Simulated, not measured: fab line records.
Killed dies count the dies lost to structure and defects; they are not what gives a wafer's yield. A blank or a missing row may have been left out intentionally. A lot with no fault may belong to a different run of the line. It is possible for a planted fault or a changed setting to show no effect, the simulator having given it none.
Struck lot and sound lot, side by side + flow n5-finfet + 16 out of 1938 route steps
Sound: wafers L347.1, L347.2, L347.6. Struck: wafer L358.3. (L358.1 of the same lot was not struck and is left out.) The cause comes at the end.
Each step with rows lists, per side, the tool, then ch with its chambers, then its first start. Under that, the readings that differ: sound wafers + struck wafers + difference of the means + sigmas: that difference in standard deviations of wafers without a fault.
alike: readings whose means differ by less than 2 such deviations, and words and numbers that are the same on both sides. not compared: withheld readings, readings that some wafer has no value for, bounds like >300 that may hide the same value, and numbers for which the record gives no deviation and whose values overlap.
The two part at a step that has a row with sigmas, a row that says differs or no value, or rows on one side only. Numbers that don't overlap but have no deviation are shown without sigmas and don't part them. A reading missing from all wafers of one side parts the sides only when that side holds two or more wafers.

first, 8 steps without rows for these wafers: N5_BEOL_M0_SAQP_COAT_81 (time 60 s, resist thk 100 nm); N5_BEOL_M0_SAQP_COAT_82 (time 60 s, resist thk 30 nm); N5_BEOL_M0_SAQP_COAT_08 (resist thk 90 nm); N5_BEOL_M0_SAQP_EBR_10; N5_BEOL_M0_SAQP_SOFTBAKE_09 (time 60 s); N5_BEOL_M0_SAQP_EXPOSE_11 (exposes mask M0 CORE, target cd 42 nm); N5_BEOL_M0_SAQP_PEB_12 (peb time 60 s); N5_BEOL_M0_SAQP_DEVELOP_13 (develop time 30 s).
N5_BEOL_M0_SAQP_CD_MEAS_14: target cd 42.5 nm.
  sound on cd-sem-03 ch 0, day 5 14:41; struck on cd-sem-02 ch 0, day 8 17:01
  alike: cd-nm
N5_BEOL_M0_SAQP_OVL_MEAS_15:
  sound on overlay-02 ch 0, day 5 14:43; struck on overlay-02 ch 0, day 8 17:03
  alike: M0_CORE_OVL
N5_BEOL_M0_SAQP_INSPECT_16: inspects for defects (brightfield).
  sound: defect-inspect-01 at day 5 14:44; struck: defect-inspect-02 at day 8 17:04
| reading          | sound       | struck | difference | sigmas |
|------------------|-------------|--------|------------|--------|
| raw-defect-count | 397 488 473 | 684    | +231       | +2     |
N5_BEOL_M0_SAQP_DESCUM_19: chemistry O2, time 7.9 s.
  sound on rie-diel-03 ch 0,1,2, day 5 14:46; struck on rie-diel-04 ch 3, day 8 17:06
  alike: drypump-motor-current-A, oes-product-au, rf-vpp-V, showerhead-plenum-p-Torr, throttle-valve-pct
  not compared: rf-hours-counter-h
N5_BEOL_M0_SAQP_ETCH_83: etches SiARC in CF4, target depth 39 nm, time 65 s.
  sound on rie-diel-03 ch 0,1,2, day 5 14:48; struck on rie-diel-04 ch 3, day 8 17:08
| reading                     | sound          | struck | difference | sigmas |
|-----------------------------|----------------|--------|------------|--------|
| drypump-motor-current-A (A) | 5.2 5.5 6.1    | 6.8    | +1.2       | +2     |
| etch-rf-on-time-s (s)       | 63.8 64.6 65.6 | 101.2  | +36.5      | +45    |
  alike: oes-product-au, rf-vpp-V, showerhead-plenum-p-Torr, throttle-valve-pct
  not compared: rf-hours-counter-h
N5_BEOL_M0_SAQP_ETCH_84: etches SOC in N2/H2, target depth 100 nm, overetch 20 nm, time 150 s.
  sound on rie-diel-03 ch 0,1,2, day 5 14:51; struck on rie-diel-04 ch 3, day 8 17:11
| reading                     | sound       | struck | difference | sigmas |
|-----------------------------|-------------|--------|------------|--------|
| drypump-motor-current-A (A) | 5.1 5.5 6.1 | 6.8    | +1.2       | +2     |
  alike: oes-product-au, rf-vpp-V, showerhead-plenum-p-Torr, throttle-valve-pct
  not compared: rf-hours-counter-h
-- a jump in the record: the struck wafers' starts before and after are 3 days apart (it breaks off in module BEOL_M0_SAQP and resumes in module BEOL_M4, where the first step shown is number 1111 of the route) --
N5_BEOL_M4_RC_MEAS_101:
  sound on prober-02 ch 0, day 8 01:55; struck on prober-01 ch 0, day 11 08:23
  alike: DIBL_N, DIBL_P, IOFF_N, IOFF_P, ION_N, ION_P, SS_N, SS_P, VT_N, VT_P
-- here the record skips 5 days between the struck wafers' starts before and after, leaving off in module BEOL_M4 and picking up in module PASSIVATION (first step shown: number 1936 of the route) --
N5_PASSIVATION_PROBE_49:
  sound: prober-01 at day 12 11:11; struck: prober-02 at day 15 21:06
| reading         | sound | struck | difference | sigmas |
|-----------------|-------|--------|------------|--------|
| killed-at-other | 8 6 5 | 0      | -6         | -2     |
  alike: defect-limited-yield, killed_at_M0_to_M3, killed_at_M4_up, killed-at-contacts, killed-at-front-end, killed-dies, killed-open, killed-short, sort_bin_5_function, sort_bin_6_memory, sort-n-pass, sort-yield-pct

## WHERE THEY PART
First at N5_BEOL_M0_SAQP_INSPECT_16; last, within this record, at N5_PASSIVATION_PROBE_49.

WHY: the cause the simulator had injected
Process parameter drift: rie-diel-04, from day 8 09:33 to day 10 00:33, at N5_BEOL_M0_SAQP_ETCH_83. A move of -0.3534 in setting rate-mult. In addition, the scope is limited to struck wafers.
